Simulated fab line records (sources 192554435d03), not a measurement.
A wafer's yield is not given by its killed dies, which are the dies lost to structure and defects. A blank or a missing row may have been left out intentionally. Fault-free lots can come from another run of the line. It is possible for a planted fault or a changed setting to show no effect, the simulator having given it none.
Which tool was responsible? | flow n5Finfet | Sampling: 8 lots, 24 wafers, 7 of 1938 route steps

== WHAT EACH GAUGE READ, for each wafer ==
N5_GATE_CUT_THK_MEAS_24. Usual: GC_FILL_THK gives 219.3 nm (standard deviation 1.8).
lot  | measured     | on           | GC_FILL_THK (nm)  | flag
L435 | day 6 03:25  | filmMetro-01 | 220.7 221.4 220.9 | 
L436 | day 6 09:50  | filmMetro-02 | 218.4 218.3 218.1 | 
L440 | day 7 14:28  | filmMetro-02 | 220.5 218.3 219.0 | 
L443 | day 8 08:09  | filmMetro-01 | 220.3 221.8 220.7 | 
L445 | day 8 13:26  | filmMetro-02 | 217.9 217.0 220.0 | 
L448 | day 9 09:52  | filmMetro-02 | 195.2 195.0 194.1 | OFF
L449 | day 9 17:43  | filmMetro-01 | 193.4 198.2 195.3 | OFF
L452 | day 10 10:12 | filmMetro-01 | 217.6 219.9 216.6 | 

N5_BEOL_M4_RC_MEAS_101. Usual: DIBL_N 36.9 mV/V, standard deviation 1.6; DIBL_P 37.1 mV/V, standard deviation 2; IOFF_N 0.17 nA/um, standard deviation 0.032; IOFF_P 0.22 nA/um, standard deviation 0.036; ION_N 674 uA/um, standard deviation 12; ION_P 463 uA/um, standard deviation 7.8; SS_N 71.7 mV/dec, standard deviation 0.63; SS_P 73.5 mV/dec, standard deviation 0.62; VT_N 249 mV, standard deviation 3.3; VT_P -250 mV, standard deviation 3.5.
lot  | measured     | on        | DIBL_N (mV/V)  | DIBL_P (mV/V)  | IOFF_N (nA/um) | IOFF_P (nA/um) | ION_N (uA/um) | ION_P (uA/um) | SS_N (mV/dec)  | SS_P (mV/dec)  | VT_N (mV)   | VT_P (mV)      | flag
L435 | day 9 17:31  | prober-01 | 34.4 36.5 37.6 | 35.1 37.8 37.8 | 0.13 0.17 0.18 | 0.20 0.25 0.25 | 658 667 674   | 452 463 464   | 70.9 71.6 72.0 | 72.9 73.6 73.8 | 252 248 247 | -250 -246 -245 | 
L436 | day 10 04:57 | prober-01 | 38.6 37.5 37.1 | 38.0 36.6 36.7 | 0.19 0.17 0.18 | 0.27 0.22 0.23 | 674 670 677   | 464 459 463   | 72.3 71.8 72.2 | 73.7 74.0 73.6 | 248 249 248 | -247 -250 -246 | 
L440 | day 11 00:10 | prober-02 | 39.5 39.5 37.1 | 37.4 37.6 34.6 | 0.17 0.18 0.13 | 0.19 0.20 0.15 | 668 687 661   | 444 466 450   | 72.3 72.0 71.7 | 73.3 74.1 72.9 | 248 247 255 | -253 -252 -258 | 
L443 | day 12 08:14 | prober-02 | 35.2 37.9 34.6 | 35.0 37.9 33.6 | 0.13 0.17 0.12 | 0.18 0.23 0.17 | 657 667 660   | 453 461 456   | 71.4 72.0 70.8 | 72.7 74.2 73.7 | 254 251 253 | -254 -250 -256 | 
L445 | day 12 11:32 | prober-01 | 36.4 36.5 36.6 | 39.1 37.9 37.2 | 0.17 0.18 0.16 | 0.25 0.23 0.21 | 680 679 676   | 473 461 460   | 72.1 71.7 71.1 | 74.0 74.3 74.2 | 253 249 254 | -248 -249 -254 | 
L448 | day 12 16:58 | prober-01 | 36.1 41.5 36.2 | 33.3 40.4 33.7 | 0.14 0.26 0.14 | 0.20 0.34 0.20 | 668 700 674   | 458 481 465   | 70.9 71.9 71.4 | 72.6 74.8 72.5 | 251 243 251 | -249 -241 -247 | 
L449 | day 13 10:24 | prober-02 | 38.9 36.9 35.1 | 36.3 34.8 33.3 | 0.19 0.15 0.13 | 0.25 0.23 0.20 | 672 674 666   | 465 463 462   | 73.1 71.7 71.1 | 74.1 74.1 73.0 | 250 251 253 | -247 -249 -250 | 
L452 | day 13 22:05 | prober-01 | 36.4 37.4 34.4 | 37.4 38.7 35.7 | 0.16 0.17 0.12 | 0.24 0.25 0.21 | 676 677 664   | 469 467 467   | 71.2 70.5 71.0 | 73.3 73.9 72.7 | 247 249 255 | -245 -247 -249 | 

== WHICH TOOL RAN EACH LOT (tool, then ch and the chambers of the sampled wafers, then the start) ==
lot  | N5_GATE_CUT_HM_DEP_46          | N5_GATE_CUT_ETCH_36               | N5_GATE_CUT_CUT_ETCH_53         | N5_GATE_CUT_ALD_22              | N5_GATE_CUT_CMP_23
L435 | pecvd-04 ch 0,2, day 6 00:20   | rieDiel-06 ch 0,2,3, day 6 00:51  | rieMetal-01 ch 1, day 6 01:11   | aldSin-03 ch 0,1,2, day 6 01:38 | cmp-04 ch 0,3, day 6 03:07
L436 | pecvd-02 ch 1,2, day 6 06:38   | rieDiel-06 ch 0,2,3, day 6 07:17  | rieMetal-01 ch 0, day 6 07:37   | aldSin-01 ch 0,1,3, day 6 08:04 | cmp-01 ch 1,2,3, day 6 09:38
L440 | pecvd-04 ch 0,1,2, day 7 11:15 | rieDiel-02 ch 1,3, day 7 11:53    | rieMetal-02 ch 0,1, day 7 12:14 | aldSin-03 ch 0,1,2, day 7 12:40 | cmp-04 ch 0,2, day 7 14:10
L443 | pecvd-04 ch 0,1,2, day 8 03:55 | rieDiel-02 ch 1,2,3, day 8 04:33  | rieMetal-03 ch 0,1, day 8 04:53 | aldSin-02 ch 0,1,3, day 8 06:22 | cmp-03 ch 1,2,3, day 8 07:51
L445 | pecvd-02 ch 1,2, day 8 10:10   | rieDiel-04 ch 0,3, day 8 10:42    | rieMetal-03 ch 0,1, day 8 11:02 | aldSin-01 ch 0,1,3, day 8 11:38 | cmp-01 ch 0,2,3, day 8 13:10
L448 | pecvd-04 ch 0,1, day 9 06:46   | rieDiel-02 ch 0,1,2, day 9 07:17  | rieMetal-02 ch 0,1, day 9 07:38 | aldSin-02 ch 0,1, day 9 08:04   | cmp-03 ch 2,3, day 9 09:36
L449 | pecvd-04 ch 0,1, day 9 14:29   | rieDiel-06 ch 0,3, day 9 15:08    | rieMetal-01 ch 0,1, day 9 15:29 | aldSin-01 ch 0,1,2, day 9 15:55 | cmp-03 ch 0,1,2, day 9 17:32
L452 | pecvd-03 ch 0,1, day 10 06:56  | rieDiel-06 ch 0,2,3, day 10 07:35 | rieMetal-03 ch 1, day 10 07:56  | aldSin-02 ch 0,1, day 10 08:25  | cmp-03 ch 0,1, day 10 09:54
- N5_GATE_CUT_HM_DEP_46: deposits SiO2 from TEOS/O2, target thk 130 nm, time 26.6 s.
- N5_GATE_CUT_ETCH_36: etches SiARC in CF4, target depth 13 nm, time 21.7 s.
- N5_GATE_CUT_CUT_ETCH_53: etches W in SF6/Cl2, target depth 79.2 nm.
- N5_GATE_CUT_ALD_22: deposits SiNx, target thk 16 nm, pulse time 1 s, ald cycles 320.
- N5_GATE_CUT_CMP_23: polishes, stops on SiO2, t overpolish 23.4 s, target thk 16 nm.

== AS READ BY THE TOOLS THEMSELVES (means over the sampled wafers that have a number; for cases with no such wafer, the mark the record gives instead) ==
N5_GATE_CUT_HM_DEP_46. Usual: heaterPowerW 608 W, standard deviation 78; showerheadPlenumPTorr 8.36 Torr, standard deviation 0.034; throttleValvePct 18.7 %, standard deviation 0.79.
lot  | tool     | heaterPowerW (W) | showerheadPlenumPTorr (Torr) | throttleValvePct (%) | flag
L435 | pecvd-04 | 530              | 8.38                         | 18.8                 | 
L436 | pecvd-02 | 505              | 8.36                         | 18.4                 | 
L440 | pecvd-04 | 589              | 8.36                         | 18.5                 | 
L443 | pecvd-04 | 570              | 8.37                         | 18.6                 | 
L445 | pecvd-02 | 606              | 8.37                         | 17.9                 | 
L448 | pecvd-04 | 581              | 8.38                         | 19.0                 | 
L449 | pecvd-04 | 620              | 8.37                         | 19.0                 | 
L452 | pecvd-03 | 643              | 8.39                         | 19.0                 | 

N5_GATE_CUT_ETCH_36. Usual: drypumpMotorCurrentA 5.4 A, standard deviation 0.49; etchRfOnTimeS 21.5 s, standard deviation 0.47; oesProductAu 0.66 a.u., standard deviation 0.09; rfVppV 184.0 V, standard deviation 1.4; showerheadPlenumPTorr 2.14 Torr, standard deviation 0.085; throttleValvePct 15.66 %, standard deviation 0.25.
lot  | tool       | drypumpMotorCurrentA (A) | etchRfOnTimeS (s) | oesProductAu (a.u.) | rfVppV (V) | showerheadPlenumPTorr (Torr) | throttleValvePct (%) | flag
L435 | rieDiel-06 | 4.7                      | 21.6              | 0.62                | 183.0      | 2.10                         | 15.79                | 
L436 | rieDiel-06 | 4.7                      | 21.7              | 0.61                | 183.8      | 2.10                         | 15.80                | 
L440 | rieDiel-02 | 6.0                      | 22.0              | 0.59                | 183.0      | 2.08                         | 15.65                | 
L443 | rieDiel-02 | 5.8                      | 22.1              | 0.60                | 184.3      | 2.15                         | 15.79                | 
L445 | rieDiel-04 | 5.7                      | 21.5              | 0.74                | 184.9      | 2.19                         | 15.54                | 
L448 | rieDiel-02 | 5.8                      | 21.6              | 0.66                | 184.0      | 2.17                         | 15.62                | 
L449 | rieDiel-06 | 4.8                      | 21.6              | 0.61                | 182.8      | 2.09                         | 15.81                | 
L452 | rieDiel-06 | 4.8                      | 21.8              | 0.67                | 185.2      | 2.17                         | 15.69                | 

N5_GATE_CUT_CUT_ETCH_53. Usual: drypumpMotorCurrentA 6.1 A, standard deviation 0.43; etchRfOnTimeS 26.4 s, standard deviation 0.61; heBacksideLeakSccm 3.61 sccm, standard deviation 0.22; oesProductAu 0.66 a.u., standard deviation 0.088; throttleValvePct 28.75 %, standard deviation 0.15.
lot  | tool        | drypumpMotorCurrentA (A) | etchRfOnTimeS (s) | heBacksideLeakSccm (sccm) | oesProductAu (a.u.) | throttleValvePct (%) | flag
L435 | rieMetal-01 | 6.6                      | 26.8              | 3.67                      | 0.54                | 28.72                | 
L436 | rieMetal-01 | 6.3                      | 26.7              | 3.43                      | 0.57                | 28.84                | 
L440 | rieMetal-02 | 6.1                      | 26.4              | 3.74                      | 0.66                | 28.87                | 
L443 | rieMetal-03 | 5.8                      | 26.1              | 3.58                      | 0.70                | 28.69                | 
L445 | rieMetal-03 | 6.1                      | 26.3              | 3.60                      | 0.72                | 28.60                | 
L448 | rieMetal-02 | 6.1                      | 26.1              | 3.73                      | 0.45                | 28.32                | 
L449 | rieMetal-01 | 6.3                      | 26.9              | 3.49                      | 0.47                | 28.18                | OFF
L452 | rieMetal-03 | 6.5                      | 26.6              | 3.62                      | 0.74                | 28.50                | 

N5_GATE_CUT_ALD_22. Usual: heaterPowerW 835 W, standard deviation 85; precursorPulseHeightRel 0.997, standard deviation 0.02.
lot  | tool      | heaterPowerW (W) | precursorPulseHeightRel | flag
L435 | aldSin-03 | 845              | 0.999                   | 
L436 | aldSin-01 | 869              | 1.021                   | 
L440 | aldSin-03 | 850              | 0.994                   | 
L443 | aldSin-02 | 836              | 1.003                   | 
L445 | aldSin-01 | 860              | 0.981                   | 
L448 | aldSin-02 | 801              | 1.003                   | 
L449 | aldSin-01 | 847              | 0.993                   | 
L452 | aldSin-02 | 801              | 1.017                   | 

N5_GATE_CUT_CMP_23. Usual: motorCurrentA 8.8 A, standard deviation 0.92; overpolishRunS 23.400 s, standard deviation 0.0082; timeToEndpointS 19.1 s, standard deviation 2.3.
lot  | tool   | motorCurrentA (A) | overpolishRunS (s) | timeToEndpointS (s) | flag
L435 | cmp-04 | 8.5               | 23.402             | 23.5                | 
L436 | cmp-01 | 10.2              | 23.396             | 19.0                | 
L440 | cmp-04 | 8.9               | 23.407             | 19.9                | 
L443 | cmp-03 | 8.0               | 23.404             | 18.6                | 
L445 | cmp-01 | 9.3               | 23.402             | 19.6                | 
L448 | cmp-03 | 8.3               | 23.408             | 17.9                | 
L449 | cmp-03 | 7.8               | 23.403             | 19.2                | 
L452 | cmp-03 | 8.5               | 23.402             | 19.7                | 

== THE ANSWER, worked out from the rows above alone ==
Rule: lot off if the mean of its wafers having a number is beyond 3 standard deviations from the usual mean. A lot without any number at a reading at which 4 lots or more have one is off too. Where the step has rows for the other lots, those lots are counted as sound. The gauges are gone through in route order, then the tools' own readings, and for those a lot's mean is taken as printed above. The first step at which some lot is off is used, and at that step the reading that is off furthest; a lot without a number counts as furthest.
Off: at N5_GATE_CUT_THK_MEAS_24 (GC_FILL_THK), L448, L449.
If a tool, at a process step before that reading, ran all the lots that are off and no sound lot after the first of them, it fits. Those tools and the gauges at N5_GATE_CUT_THK_MEAS_24 are tried in the same way. One candidate fits, namely pecvd-04 at N5_GATE_CUT_HM_DEP_46. Its last sound lot is L443 (day 8 03:55), its first lot that is off L448 (day 9 06:46): a fault that began between those two fits.

== WHAT HAD BEEN PUT IN BY THE SIMULATOR ==
Site profile drift: pecvd-04, from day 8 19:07 on, at N5_GATE_CUT_HM_DEP_46. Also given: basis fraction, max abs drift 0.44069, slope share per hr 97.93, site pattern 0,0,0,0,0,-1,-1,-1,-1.
Lots struck among those shown: L448, L449. The rule above reached the same finding.
